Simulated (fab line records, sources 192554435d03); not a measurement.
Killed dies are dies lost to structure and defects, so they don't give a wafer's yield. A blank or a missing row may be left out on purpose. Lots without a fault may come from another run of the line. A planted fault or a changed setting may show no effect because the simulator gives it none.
Split-lot experiment | flow n5_finfet | 7 lots, 39 wafers read, on a route of 1938 steps

THE SPLIT
At N5_BEOL_M7_DESCUM_33 (chemistry O2, time 7 s), the setting time_s was moved away from the recipe's 7 s on 12 of the 39 wafers read, by -56.4% to +40.6%. The other wafers ran this setting at the recipe's value.

The file shows no step between the split and the reading.

THE READING
CAR-EUV_of_BEOL_M7_COAT_22.thk_nm (the simulator's own value, which no gauge read), in nm, at N5_BEOL_M7_ETCH_72 (etches underlayer in N2/H2, target depth 6.5 nm, time 5.2 s). The file gives no usual value for it. The 27 wafers here that ran the recipe average 20.3 nm, standard deviation 0.11 nm.

wafer  | tool, chamber at the split | time_s as run, s | against the recipe | CAR-EUV_of_BEOL_M7_COAT_22.thk_nm, nm | against lot-mates on the recipe
L077.1 | rie_diel-06, 0,2,0         | 3.054            | -56.4%             | 22.2                                  | +1.9
L077.4 | rie_diel-06, 0,2,0         | 3.054            | -56.4%             | 22.2                                  | +1.9
L077.5 | rie_diel-06, 0,2,0         | 3.054            | -56.4%             | 22.2                                  | +1.9
L077.2 | rie_diel-06, 3,2,3         | 7                | recipe             | 20.4                                  | -
L077.6 | rie_diel-06, 3,2,3         | 7                | recipe             | 20.4                                  | -
L077.3 | rie_diel-06, 3,2,3         | 7                | recipe             | 20.2                                  | -
L080.1 | rie_diel-03, 0             | 7                | recipe             | 20.4                                  | -
L080.2 | rie_diel-03, 3,2,3,2       | 7                | recipe             | 20.4                                  | -
L080.3 | rie_diel-03, 3,2,3,2       | 7                | recipe             | 20.4                                  | -
L080.4 | rie_diel-03, 0             | 7                | recipe             | 20.4                                  | -
L080.5 | rie_diel-03, 3,2,3,2       | 7                | recipe             | 20.4                                  | -
L080.6 | rie_diel-03, 3,2,3,2       | 7                | recipe             | 20.4                                  | -
L085.1 | rie_diel-02, 0,2,1         | 9.256            | +32.2%             | 19.2                                  | -1.0
L085.6 | rie_diel-02, 0,2,1         | 9.256            | +32.2%             | 19.2                                  | -1.0
L085.2 | rie_diel-02, 3,1           | 7                | recipe             | 20.2                                  | -
L085.3 | rie_diel-02, 3,1           | 7                | recipe             | 20.2                                  | -
L085.5 | rie_diel-02, 2             | 7                | recipe             | 20.2                                  | -
L085.4 | rie_diel-02, 0,2,1         | 9.256            | +32.2%             | 19                                    | -1.2
L089.1 | rie_diel-02, 1,0,3         | 7                | recipe             | 20.4                                  | -
L089.6 | rie_diel-02, 1,0,3         | 7                | recipe             | 20.4                                  | -
L089.2 | rie_diel-02, 1,0,3         | 7                | recipe             | 20.6                                  | -
L091.1 | rie_diel-03, 0             | 8.418            | +20.3%             | 19.6                                  | -0.8
L091.3 | rie_diel-03, 3,1           | 8.418            | +20.3%             | 19.6                                  | -0.8
L091.6 | rie_diel-03, 3,1           | 8.418            | +20.3%             | 19.6                                  | -0.8
L091.2 | rie_diel-03, 1,2,0         | 7                | recipe             | 20.4                                  | -
L091.4 | rie_diel-03, 1,2,0         | 7                | recipe             | 20.4                                  | -
L091.5 | rie_diel-03, 1,2,0         | 7                | recipe             | 20.4                                  | -
L092.1 | rie_diel-06, 2,3,0,1,1,0   | 7                | recipe             | 20.2                                  | -
L092.3 | rie_diel-06, 2,3,0,1,1,0   | 7                | recipe             | 20.2                                  | -
L092.4 | rie_diel-06, 2,3,0,1,1,0   | 7                | recipe             | 20.2                                  | -
L092.5 | rie_diel-06, 2,3,0,1,1,0   | 7                | recipe             | 20.2                                  | -
L092.6 | rie_diel-06, 2,3,0,1,1,0   | 7                | recipe             | 20.2                                  | -
L092.2 | rie_diel-06, 2,3,0,1,1,0   | 7                | recipe             | 20.4                                  | -
L097.1 | rie_diel-03, 2,1,3         | 7                | recipe             | 20.2                                  | -
L097.4 | rie_diel-03, 2,1,3         | 7                | recipe             | 20.2                                  | -
L097.5 | rie_diel-03, 2,1,3         | 7                | recipe             | 20.2                                  | -
L097.2 | rie_diel-03, 0             | 9.843            | +40.6%             | 18.8                                  | -1.4
L097.3 | rie_diel-03, 3,2           | 9.843            | +40.6%             | 18.8                                  | -1.4
L097.6 | rie_diel-03, 3,2           | 9.843            | +40.6%             | 18.8                                  | -1.4
Where a row lists several chambers, the file gives one row for several wafers and doesn't say which wafer went through which chamber.

THE FIT
A straight line over all 39 wafers: CAR-EUV_of_BEOL_M7_COAT_22.thk_nm changes by -0.035 nm for each +1% of time_s; r = -0.99; the points scatter about the line by 0.11 nm.
The same after taking each lot's own level away (the mean of its wafers on the recipe; 39 wafers): -0.0338 nm for each +1%; r = -1.00; scatter 0.065 nm.
On that fit, the largest move of time_s shifts the reading by 1.9 nm.
The lots' own levels span 20.20 to 20.47 nm, that is 2.4 times the standard deviation above.
So the lot-to-lot level changes the slope little: the two slopes agree.
Check: with one of the wafers moved furthest among these (-56.4%) left out of the fit, the line predicts +1.9 nm for it against its lot-mates. It came out at +1.87 nm against them.

OTHER SPLITS ON THESE WAFERS
These wafers also went through other splits before the reading. Each is held against what the fit with the lots' levels taken away leaves over:
other split on the same wafers           | wafers away from the commonest value | r with CAR-EUV_of_BEOL_M7_COAT_22.thk_nm (lot level and that fit taken away)
N5_BEOL_M4_TRENCH_ETCH_37 target_depth_a | 15                                   | +0.10

THE WHOLE CHAIN: every reading that the file lists as answering this split, in the file's order
step                 | what it does                                                | reading                                                                            | change (the file's fit)                | r (the file's)
N5_BEOL_M7_DESCUM_33 | chemistry O2, time 7 s                                      | CAR-EUV_of_BEOL_M7_COAT_22.thk_nm (the simulator's own value, which no gauge read) | -0.0354 nm for each +1% of the setting | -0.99
N5_BEOL_M7_ETCH_72   | etches underlayer in N2/H2, target depth 6.5 nm, time 5.2 s | CAR-EUV_of_BEOL_M7_COAT_22.thk_nm (the simulator's own value, which no gauge read) | -0.0339 nm for each +1% of the setting | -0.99

THE FILE'S OWN FIT
CAR-EUV_of_BEOL_M7_COAT_22.thk_nm changes by -0.0339 nm for each +1% of time_s, r = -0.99.
